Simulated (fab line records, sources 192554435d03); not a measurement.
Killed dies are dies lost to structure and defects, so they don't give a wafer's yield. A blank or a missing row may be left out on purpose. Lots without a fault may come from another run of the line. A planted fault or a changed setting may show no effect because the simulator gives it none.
Chamber matching | flow n5_finfet | N5_BEOL_M5_PRE_CLEAN_77 on cvd_co-02: 3 sister chambers
The step time 15 s. 3 wafers are shown with their chamber, then 11 later ones without.

WAFERS WITH THEIR CHAMBER
wafer  | chamber | heater_power_w (W)
L089.2 | 2       | 59
L089.4 | 1       | 94
L092.4 | 0       | 95

WAFERS WITHOUT THEIR CHAMBER
wafer  | heater_power_w (W)
L092.5 | 95
L092.6 | 60
L097.2 | 91
L097.3 | 94
L097.5 | 97
L095.2 | 92
L095.3 | 95
L095.6 | 95
L096.3 | 94
L096.4 | 94
L096.5 | 61

WHICH CHAMBER EACH WENT THROUGH
wafer  | from the rows above     | in truth
L092.5 | can't be placed: 0 or 1 | 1
L092.6 | 2                       | 2
L097.2 | can't be placed: 1 or 0 | 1
L097.3 | can't be placed: 1 or 0 | 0
L097.5 | can't be placed: 0 or 1 | 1
L095.2 | can't be placed: 1 or 0 | 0
L095.3 | can't be placed: 0 or 1 | 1
L095.6 | can't be placed: 0 or 1 | 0
L096.3 | can't be placed: 1 or 0 | 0
L096.4 | can't be placed: 1 or 0 | 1
L096.5 | 2                       | 2
Placed correctly: 2 of 11. Can't be placed from these rows: 9 (the true chamber is among the candidates in 9). Placed wrongly: 0.
How it was worked out, from the rows above alone: a wafer's distance from a chamber is the root of the sum, over the readings, of the square of ((its reading less the chamber's mean) divided by the reading's scatter). The wafer belongs to the nearest chamber; if the next one is less than 2 further off, it can't be placed. A chamber's mean is the mean of its shown wafers. The scatter: with one shown wafer a chamber, the root of the mean of the squares of how far each hidden wafer lies from its nearest shown one.
